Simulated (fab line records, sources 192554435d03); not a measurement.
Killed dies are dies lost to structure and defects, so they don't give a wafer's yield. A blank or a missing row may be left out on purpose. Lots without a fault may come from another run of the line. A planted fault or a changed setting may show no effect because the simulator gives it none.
Which tool did it? | flow n5_finfet | 24 lots, 72 wafers sampled, at 6 steps of a route of 1938

WHAT THE GAUGES READ, wafer by wafer
N5_BEOL_M3_RS_MEAS_58: measures by four-point-probe.
lot  | measured     | on            | M3_RS (ohm/sq)
L074 | day 7 09:45  | film_metro-02 | 0.71 0.70 0.67
L075 | day 7 18:10  | film_metro-01 | 0.73 0.66 0.68
L076 | day 7 20:44  | film_metro-01 | 0.62 0.67 0.67
L077 | day 8 00:11  | film_metro-02 | 0.65 0.65 0.61
L078 | day 8 15:13  | film_metro-02 | 0.67 0.64 0.67
L079 | day 8 19:49  | film_metro-01 | 0.67 0.64 0.63
L080 | day 9 08:44  | film_metro-01 | 0.66 0.68 0.67
L081 | day 9 11:59  | film_metro-02 | 0.69 0.64 0.65
L082 | day 9 12:35  | film_metro-02 | 0.68 0.74 0.63
L083 | day 9 23:27  | film_metro-01 | 0.69 0.71 0.66
L084 | day 10 01:51 | film_metro-02 | 0.70 0.69 0.66
L085 | day 10 06:20 | film_metro-02 | 0.68 0.66 0.60
L086 | day 10 21:43 | film_metro-01 | 0.68 0.65 0.58
L087 | day 11 03:59 | film_metro-01 | 0.65 0.67 0.65
L089 | day 11 12:38 | film_metro-02 | 0.66 0.60 0.64
L091 | day 11 21:12 | film_metro-02 | 0.71 0.65 0.64
L088 | day 11 23:23 | film_metro-01 | 0.66 0.64 0.62
L090 | day 12 02:14 | film_metro-01 | 0.69 0.66 0.63
L092 | day 12 06:31 | film_metro-02 | 0.69 0.70 0.72
L095 | day 12 17:44 | film_metro-01 | 0.72 0.63 0.65
L094 | day 13 03:23 | film_metro-02 | 0.70 0.65 0.64
L093 | day 13 10:46 | film_metro-01 | 0.69 0.65 0.68
L096 | day 13 19:51 | film_metro-01 | 0.66 0.66 0.66
L097 | day 14 05:29 | film_metro-01 | 0.60 0.65 0.63

WHICH TOOL RAN EACH LOT (tool, then ch and the chambers of the sampled wafers, then the start)
lot  | N5_BEOL_M3_SPUTTER_48        | N5_BEOL_M3_SPUTTER_79        | N5_BEOL_M3_SPUTTER_90        | N5_BEOL_M3_ANNEAL_51             | N5_BEOL_M3_CMP_52
L074 | pvd_sputter-01, day 7 06:32  | pvd_sputter-01, day 7 06:46  | pvd_sputter-01, day 7 07:38  | rtp_anneal-01 ch 0, day 7 08:33  | cmp-03 ch 1,2,3, day 7 09:05
L075 | pvd_sputter-03, day 7 15:20  | pvd_sputter-03, day 7 15:34  | pvd_sputter-03, day 7 16:26  | rtp_anneal-01 ch 0, day 7 17:17  | cmp-04 ch 0,2,3, day 7 17:40
L076 | pvd_sputter-03, day 7 17:55  | pvd_sputter-03, day 7 18:08  | pvd_sputter-03, day 7 19:01  | rtp_anneal-02 ch 0, day 7 19:53  | cmp-01 ch 0,3, day 7 20:10
L077 | pvd_sputter-01, day 7 21:22  | pvd_sputter-01, day 7 21:35  | pvd_sputter-01, day 7 22:28  | rtp_anneal-02 ch 0, day 7 23:22  | cmp-03 ch 0,2,3, day 7 23:42
L078 | pvd_sputter-02, day 8 12:14  | pvd_sputter-02, day 8 12:28  | pvd_sputter-02, day 8 13:20  | rtp_anneal-02 ch 0, day 8 14:26  | cmp-04 ch 0,3, day 8 14:40
L079 | pvd_sputter-02, day 8 16:53  | pvd_sputter-02, day 8 17:06  | pvd_sputter-02, day 8 17:59  | rtp_anneal-02 ch 0, day 8 18:57  | cmp-04 ch 1,2, day 8 19:18
L080 | pvd_sputter-02, day 9 05:41  | pvd_sputter-02, day 9 05:55  | pvd_sputter-02, day 9 06:47  | rtp_anneal-01 ch 0, day 9 07:56  | cmp-04 ch 2,3, day 9 08:11
L081 | pvd_sputter-01, day 9 08:53  | pvd_sputter-01, day 9 09:06  | pvd_sputter-01, day 9 09:59  | rtp_anneal-01 ch 0, day 9 10:50  | cmp-03 ch 1,2, day 9 11:24
L082 | pvd_sputter-03, day 9 09:34  | pvd_sputter-03, day 9 09:47  | pvd_sputter-03, day 9 10:40  | rtp_anneal-02 ch 0, day 9 11:44  | cmp-03 ch 0,2,3, day 9 12:02
L083 | pvd_sputter-02, day 9 20:06  | pvd_sputter-02, day 9 20:19  | pvd_sputter-02, day 9 21:12  | rtp_anneal-01 ch 0, day 9 22:06  | cmp-01 ch 0,1,2, day 9 22:53
L084 | pvd_sputter-01, day 9 22:55  | pvd_sputter-01, day 9 23:08  | pvd_sputter-01, day 10 00:01 | rtp_anneal-02 ch 0, day 10 00:53 | cmp-01 ch 0,1, day 10 01:11
L085 | pvd_sputter-01, day 10 03:12 | pvd_sputter-01, day 10 03:25 | pvd_sputter-01, day 10 04:18 | rtp_anneal-02 ch 0, day 10 05:12 | cmp-01 ch 0,2,3, day 10 05:45
L086 | pvd_sputter-03, day 10 18:54 | pvd_sputter-03, day 10 19:07 | pvd_sputter-03, day 10 20:00 | rtp_anneal-01 ch 0, day 10 20:52 | cmp-01 ch 0,2,3, day 10 21:14
L087 | pvd_sputter-03, day 11 01:11 | pvd_sputter-03, day 11 01:24 | pvd_sputter-03, day 11 02:17 | rtp_anneal-02 ch 0, day 11 03:11 | cmp-01 ch 1,2, day 11 03:26
L089 | pvd_sputter-02, day 11 09:49 | pvd_sputter-02, day 11 10:02 | pvd_sputter-02, day 11 10:55 | rtp_anneal-01 ch 0, day 11 11:47 | cmp-01 ch 0,3, day 11 12:04
L091 | pvd_sputter-02, day 11 18:10 | pvd_sputter-02, day 11 18:23 | pvd_sputter-02, day 11 19:20 | rtp_anneal-01 ch 0, day 11 20:17 | cmp-01 ch 0,1,2, day 11 20:43
L088 | pvd_sputter-02, day 11 20:21 | pvd_sputter-02, day 11 20:36 | pvd_sputter-02, day 11 21:35 | rtp_anneal-01 ch 0, day 11 22:32 | cmp-03 ch 0,2,3, day 11 22:55
L090 | pvd_sputter-02, day 11 23:11 | pvd_sputter-02, day 11 23:26 | pvd_sputter-02, day 12 00:25 | rtp_anneal-02 ch 0, day 12 01:22 | cmp-04 ch 0,1,2, day 12 01:40
L092 | pvd_sputter-02, day 12 03:18 | pvd_sputter-02, day 12 03:33 | pvd_sputter-02, day 12 04:32 | rtp_anneal-02 ch 0, day 12 05:40 | cmp-03 ch 1,2,3, day 12 05:58
L095 | pvd_sputter-02, day 12 14:50 | pvd_sputter-02, day 12 15:03 | pvd_sputter-02, day 12 15:56 | rtp_anneal-02 ch 0, day 12 16:53 | cmp-03 ch 1,2,3, day 12 17:11
L094 | pvd_sputter-02, day 12 23:47 | pvd_sputter-02, day 13 00:00 | pvd_sputter-02, day 13 00:53 | rtp_anneal-02 ch 0, day 13 02:34 | cmp-04 ch 2,3, day 13 02:49
L093 | pvd_sputter-01, day 13 07:55 | pvd_sputter-01, day 13 08:08 | pvd_sputter-01, day 13 09:01 | rtp_anneal-02 ch 0, day 13 09:53 | cmp-04 ch 0,1, day 13 10:11
L096 | pvd_sputter-03, day 13 17:01 | pvd_sputter-03, day 13 17:14 | pvd_sputter-03, day 13 18:07 | rtp_anneal-01 ch 0, day 13 19:01 | cmp-04 ch 1,2,3, day 13 19:16
L097 | pvd_sputter-03, day 14 02:37 | pvd_sputter-03, day 14 02:50 | pvd_sputter-03, day 14 03:43 | rtp_anneal-01 ch 0, day 14 04:35 | cmp-01 ch 0,3, day 14 04:53
- N5_BEOL_M3_SPUTTER_48: material Cu, target thk 4.5 nm, time 8.29 s.
- N5_BEOL_M3_SPUTTER_79: material Cu, target thk 4.5 nm, time 8.29 s.
- N5_BEOL_M3_SPUTTER_90: material Cu, target thk 4.5 nm, time 8.29 s.
- N5_BEOL_M3_ANNEAL_51: time 90 s.
- N5_BEOL_M3_CMP_52: polishes, stops on SiOC, t overpolish 6.8 s, target thk 40 nm.

WHAT THE TOOLS THEMSELVES READ (means of the sampled wafers that have a number; where no wafer has one, the mark that the record gives instead)
N5_BEOL_M3_SPUTTER_48.
lot  | tool           | chuck_gas_flow_sccm (sccm) | substrate_temp_c (C) | throttle_valve_pct (%)
L074 | pvd_sputter-01 | 1.25                       | -20.03               | 30.9
L075 | pvd_sputter-03 | 1.26                       | -19.90               | 31.3
L076 | pvd_sputter-03 | 1.31                       | -20.04               | 30.5
L077 | pvd_sputter-01 | 1.28                       | -20.06               | 30.6
L078 | pvd_sputter-02 | 1.21                       | -20.04               | 29.1
L079 | pvd_sputter-02 | 1.21                       | -19.87               | 29.4
L080 | pvd_sputter-02 | 1.27                       | -20.04               | 29.2
L081 | pvd_sputter-01 | 1.28                       | -20.03               | 30.8
L082 | pvd_sputter-03 | 1.26                       | -19.91               | 30.6
L083 | pvd_sputter-02 | 1.30                       | -19.92               | 29.1
L084 | pvd_sputter-01 | 1.26                       | -19.94               | 31.4
L085 | pvd_sputter-01 | 1.30                       | -20.04               | 30.4
L086 | pvd_sputter-03 | 1.26                       | -19.94               | 29.8
L087 | pvd_sputter-03 | 1.23                       | -20.01               | 31.1
L089 | pvd_sputter-02 | 1.29                       | -20.00               | 29.2
L091 | pvd_sputter-02 | 1.29                       | -19.99               | 29.2
L088 | pvd_sputter-02 | 1.27                       | -19.92               | 29.2
L090 | pvd_sputter-02 | 1.28                       | -20.04               | 29.1
L092 | pvd_sputter-02 | 1.23                       | -20.14               | 29.0
L095 | pvd_sputter-02 | 1.24                       | -19.92               | 29.0
L094 | pvd_sputter-02 | 1.26                       | -20.07               | 29.3
L093 | pvd_sputter-01 | 1.28                       | -19.90               | 30.9
L096 | pvd_sputter-03 | 1.28                       | -20.00               | 30.4
L097 | pvd_sputter-03 | 1.23                       | -19.88               | 30.3

N5_BEOL_M3_SPUTTER_79.
lot  | tool           | chuck_gas_flow_sccm (sccm) | substrate_temp_c (C) | throttle_valve_pct (%)
L074 | pvd_sputter-01 | 1.25                       | -20.02               | 30.9
L075 | pvd_sputter-03 | 1.26                       | -19.88               | 31.5
L076 | pvd_sputter-03 | 1.31                       | -20.13               | 30.6
L077 | pvd_sputter-01 | 1.31                       | -20.17               | 30.5
L078 | pvd_sputter-02 | 1.21                       | -19.97               | 29.1
L079 | pvd_sputter-02 | 1.28                       | -20.07               | 29.3
L080 | pvd_sputter-02 | 1.24                       | -20.01               | 29.0
L081 | pvd_sputter-01 | 1.32                       | -20.28               | 30.7
L082 | pvd_sputter-03 | 1.26                       | -19.89               | 30.6
L083 | pvd_sputter-02 | 1.28                       | -20.02               | 29.2
L084 | pvd_sputter-01 | 1.28                       | -20.09               | 31.4
L085 | pvd_sputter-01 | 1.25                       | -19.95               | 30.2
L086 | pvd_sputter-03 | 1.19                       | -20.03               | 29.5
L087 | pvd_sputter-03 | 1.28                       | -20.01               | 31.1
L089 | pvd_sputter-02 | 1.27                       | -19.97               | 29.2
L091 | pvd_sputter-02 | 1.30                       | -20.04               | 29.1
L088 | pvd_sputter-02 | 1.30                       | -20.00               | 29.1
L090 | pvd_sputter-02 | 1.22                       | -20.05               | 29.4
L092 | pvd_sputter-02 | 1.29                       | -19.99               | 29.1
L095 | pvd_sputter-02 | 1.30                       | -20.03               | 29.0
L094 | pvd_sputter-02 | 1.30                       | -20.00               | 29.3
L093 | pvd_sputter-01 | 1.20                       | -20.01               | 30.8
L096 | pvd_sputter-03 | 1.28                       | -20.01               | 30.5
L097 | pvd_sputter-03 | 1.29                       | -19.94               | 30.1

N5_BEOL_M3_SPUTTER_90.
lot  | tool           | chuck_gas_flow_sccm (sccm) | substrate_temp_c (C) | throttle_valve_pct (%)
L074 | pvd_sputter-01 | 1.27                       | -20.05               | 30.9
L075 | pvd_sputter-03 | 1.35                       | -20.04               | 31.4
L076 | pvd_sputter-03 | 1.26                       | -19.97               | 30.5
L077 | pvd_sputter-01 | 1.30                       | -20.01               | 30.6
L078 | pvd_sputter-02 | 1.27                       | -19.98               | 29.2
L079 | pvd_sputter-02 | 1.24                       | -20.03               | 29.2
L080 | pvd_sputter-02 | 1.25                       | -20.10               | 29.1
L081 | pvd_sputter-01 | 1.27                       | -20.00               | 30.8
L082 | pvd_sputter-03 | 1.25                       | -19.98               | 30.6
L083 | pvd_sputter-02 | 1.24                       | -19.97               | 29.0
L084 | pvd_sputter-01 | 1.23                       | -20.07               | 31.6
L085 | pvd_sputter-01 | 1.30                       | -20.00               | 30.3
L086 | pvd_sputter-03 | 1.30                       | -20.02               | 29.5
L087 | pvd_sputter-03 | 1.23                       | -19.99               | 31.0
L089 | pvd_sputter-02 | 1.32                       | -19.97               | 29.2
L091 | pvd_sputter-02 | 1.28                       | -20.02               | 29.1
L088 | pvd_sputter-02 | 1.24                       | -20.01               | 29.2
L090 | pvd_sputter-02 | 1.23                       | -19.88               | 29.2
L092 | pvd_sputter-02 | 1.28                       | -20.01               | 29.1
L095 | pvd_sputter-02 | 1.28                       | -20.09               | 29.1
L094 | pvd_sputter-02 | 1.24                       | -19.99               | 29.1
L093 | pvd_sputter-01 | 1.30                       | -19.97               | 30.8
L096 | pvd_sputter-03 | 1.30                       | -20.03               | 30.3
L097 | pvd_sputter-03 | 1.23                       | -19.84               | 30.1

N5_BEOL_M3_ANNEAL_51.
lot  | tool          | wafer_temp_C_max
L074 | rtp_anneal-01 | 226.7
L075 | rtp_anneal-01 | 226.8
L076 | rtp_anneal-02 | 225.8
L077 | rtp_anneal-02 | 225.6
L078 | rtp_anneal-02 | 225.7
L079 | rtp_anneal-02 | 225.6
L080 | rtp_anneal-01 | 227.0
L081 | rtp_anneal-01 | 226.9
L082 | rtp_anneal-02 | 225.5
L083 | rtp_anneal-01 | 226.9
L084 | rtp_anneal-02 | 225.5
L085 | rtp_anneal-02 | 225.7
L086 | rtp_anneal-01 | 226.9
L087 | rtp_anneal-02 | 225.4
L089 | rtp_anneal-01 | 227.1
L091 | rtp_anneal-01 | 226.7
L088 | rtp_anneal-01 | 226.7
L090 | rtp_anneal-02 | 225.7
L092 | rtp_anneal-02 | 225.7
L095 | rtp_anneal-02 | 225.5
L094 | rtp_anneal-02 | 225.6
L093 | rtp_anneal-02 | 225.5
L096 | rtp_anneal-01 | 227.1
L097 | rtp_anneal-01 | 226.8

N5_BEOL_M3_CMP_52.
lot  | tool   | barrier_field_endpoint_s (s) | head_pressure_psi (psi) | motor_current_A (A) | overpolish_run_s (s) | pad_life_wafers | retaining_ring_pressure_frac | time_to_endpoint_s (s)
L074 | cmp-03 | 24.9                         | 1.0021                  | 6.2                 | 6.787                | 883             | 0.998                        | 65
L075 | cmp-04 | 25.1                         | 0.9974                  | 6.3                 | 6.813                | 1466            | 1.000                        | 67
L076 | cmp-01 | 24.6                         | 1.0000                  | 6.3                 | 6.806                | 1652            | 0.997                        | 61
L077 | cmp-03 | 25.4                         | 0.9999                  | 5.8                 | 6.808                | 998             | 0.999                        | 62
L078 | cmp-04 | 25.2                         | 1.0022                  | 6.7                 | 6.790                | 1608            | 1.000                        | 63
L079 | cmp-04 | 25.0                         | 0.9991                  | 5.5                 | 6.799                | 1639            | 0.999                        | 65
L080 | cmp-04 | 24.4                         | 0.9998                  | 6.3                 | 6.812                | 1740            | 1.001                        | 65
L081 | cmp-03 | 25.2                         | 1.0022                  | 6.5                 | 6.804                | 1212            | 1.001                        | 64
L082 | cmp-03 | 24.8                         | 1.0009                  | 6.0                 | 6.799                | 1220            | 1.000                        | 64
L083 | cmp-01 | 23.7                         | 0.9994                  | 5.9                 | 6.806                | 9               | 1.001                        | 58
L084 | cmp-01 | 25.3                         | 1.0002                  | 6.0                 | 6.797                | 30              | 1.001                        | 61
L085 | cmp-01 | 24.2                         | 0.9977                  | 6.3                 | 6.797                | 62              | 0.999                        | 62
L086 | cmp-01 | 25.4                         | 0.9978                  | 6.1                 | 6.798                | 176             | 1.003                        | 63
L087 | cmp-01 | 24.1                         | 1.0014                  | 5.8                 | 6.795                | 230             | 1.001                        | 61
L089 | cmp-01 | 25.4                         | 0.9993                  | 6.3                 | 6.800                | 312             | 1.002                        | 67
L091 | cmp-01 | 24.4                         | 0.9999                  | 6.0                 | 6.795                | 380             | 1.001                        | 59
L088 | cmp-03 | 24.1                         | 1.0018                  | 5.9                 | 6.801                | 1718            | 0.994                        | 60
L090 | cmp-04 | 24.7                         | 1.0014                  | 5.6                 | 6.805                | 205             | 1.001                        | 64
L092 | cmp-03 | 24.6                         | 1.0003                  | 6.0                 | 6.805                | 1771            | 1.000                        | 61
L095 | cmp-03 | 24.5                         | 1.0016                  | 6.2                 | 6.795                | 1868            | 1.006                        | 64
L094 | cmp-04 | 24.2                         | 1.0013                  | 6.2                 | 6.807                | 402             | 0.999                        | 63
L093 | cmp-04 | 24.5                         | 0.9981                  | 5.6                 | 6.803                | 462             | 0.995                        | 63
L096 | cmp-04 | 23.7                         | 0.9999                  | 5.9                 | 6.802                | 541             | 0.997                        | 62
L097 | cmp-01 | 26.0                         | 0.9990                  | 6.2                 | 6.803                | 816             | 1.001                        | 68

THE ANSWER, worked out from the rows above alone
Rule: what is usual is taken from the lots themselves. Put in order of their means at a reading, lots are off if they are a third of the lots or fewer, leave a main group of 4 or more, and stand apart from it by a gap of 3 or more times the standard deviation of the main group's means; of several such gaps the widest counts. A main group whose means are all the same, to the digits that the tables above print for the reading, isn't used. A lot without any number at a reading at which 4 lots or more have one is off too. The other lots that the step has rows for count as sound. The gauges are gone through in route order, then the tools' own readings, and for those a lot's mean is taken as printed above. The first step at which some lot is off is used, and at that step the reading that is off furthest; a lot without a number counts as furthest.
No lot is off at any reading shown: from this, nothing can be told.

WHAT THE SIMULATOR HAD PUT IN
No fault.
